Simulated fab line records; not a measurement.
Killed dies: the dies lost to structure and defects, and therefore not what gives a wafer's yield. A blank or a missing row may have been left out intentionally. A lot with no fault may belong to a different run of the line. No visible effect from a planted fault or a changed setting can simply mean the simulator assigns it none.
A lot that was struck, set against a sound lot -- flow n5Finfet -- 25 steps out of a route of 1938
Sound: wafers L636.1, L636.3, L636.4. Wafers L649.1, L649.2, L649.5 were the ones struck. At the end, the cause is stated.
Order at every step that has rows: each side's tool, ch and its chambers, its first start. Under that, the readings that differ: sound wafers -- struck wafers -- difference of the means -- sigmas: that difference in standard deviations of wafers without a fault.
alike: readings with means less than 2 such deviations apart, plus words and numbers identical on both sides. not compared: withheld readings, readings lacking a value on some wafer, bounds such as >300 that could conceal the same value, and numbers that have no deviation in the record and whose values overlap.
Wherever a step has rows on one side only, a row that says differs or no value, or a row with sigmas, the two part there. Numbers that have no deviation but don't overlap get no sigmas and don't part them. A reading that every wafer of one side lacks parts them only if that side has two wafers or more.

first, 10 steps without rows for these wafers: N5_GATE_CUT_ETCHBACK_00 (etches W in SF6/Cl2); N5_GATE_CUT_ETCH_56 (etches TiN in Cl2/Ar, target depth 21.6 nm); N5_GATE_CUT_ETCHBACK_30 (etches TiN in Cl2/Ar, target depth 3 nm); N5_GATE_CUT_VAPOR_ETCH_60 (etches HfO2 in BCl3/Cl2); N5_GATE_CUT_ETCH_58 (etches SiNx in CH3F/O2, target depth 17 nm, time 128.6 s); N5_GATE_CUT_STRIP_59 (strips in N2/H2, time 20 s); N5_GATE_CUT_PRECLEAN_31 (cleans in DIW, time 300 s); N5_GATE_CUT_SRD_32 (time 30 s); N5_GATE_CUT_SAC_CAP_01 (material SiNx, target thk 24 nm, pulse time 1 s, ald cycles 480); N5_GATE_CUT_PECVD_57 (deposits SiNx from SiH4/NH3/N2, target thk 21 nm).
N5_GATE_CUT_CMP_02: polishes, stops on SiO2, t overpolish 12.7 s, target thk 0 nm.
  sound on cmp-04 ch 0,2,3, day 5 05:14; struck on cmp-04 ch 0,1,2, day 8 16:38
  alike: motorCurrentA, overpolishRunS, slurryFilterDpKPa, timeToEndpointS
then, 10 steps without rows for these wafers: N5_GATE_CUT_HM_DEP_46 (deposits SiO2 from TEOS/O2, target thk 130 nm, time 26.6 s); N5_GATE_CUT_COAT_34 (time 60 s, resist thk 60 nm); N5_GATE_CUT_COAT_35 (time 60 s, resist thk 10 nm); N5_GATE_CUT_COAT_27 (time 60 s, resist thk 10 nm); N5_GATE_CUT_COAT_07 (resist thk 30 nm); N5_GATE_CUT_EBR_09; N5_GATE_CUT_SOFTBAKE_08 (time 60 s); N5_GATE_CUT_EXPOSE_10 (exposes mask GATE CUT, target cd 20 nm); N5_GATE_CUT_PEB_11 (peb time 60 s); N5_GATE_CUT_DEVELOP_12 (develop time 30 s).
N5_GATE_CUT_INSPECT_15: inspects for defects (brightfield).
  sound on defectInspect-02, day 5 06:00; struck on defectInspect-01, day 8 17:29
reading,sound,struck,difference,sigmas
rawDefectCount,49 83 97,1237 1257 1269,+1178,+29
then, 1 step without rows for these wafers: N5_GATE_CUT_DESCUM_18 (chemistry O2, time 7 s).
-- the record jumps here: 3 days lie between the struck wafers' starts before and after (it left off in module GATE_CUT and takes up again in module BEOL_M4, whose first step shown is number 1111 of the route) --
N5_BEOL_M4_RC_MEAS_101:
  sound on prober-01 ch 0, day 8 10:27; struck on prober-01 ch 0, day 12 03:56
  alike: DIBL_N, DIBL_P, IOFF_N, IOFF_P, ION_N, ION_P, SS_N, SS_P, VT_N, VT_P
-- here the record skips 4 days between the struck wafers' starts before and after, leaving off in module BEOL_M4 and picking up in module PASSIVATION (first step shown: number 1936 of the route) --
N5_PASSIVATION_PROBE_49:
  only the struck wafers here have rows in the record (prober-02, day 16 06:08); the sound ones have none

WHERE THEY PART
Earliest at N5_GATE_CUT_INSPECT_15; latest, in this record, at N5_PASSIVATION_PROBE_49.

WHY: whatever the simulator had introduced
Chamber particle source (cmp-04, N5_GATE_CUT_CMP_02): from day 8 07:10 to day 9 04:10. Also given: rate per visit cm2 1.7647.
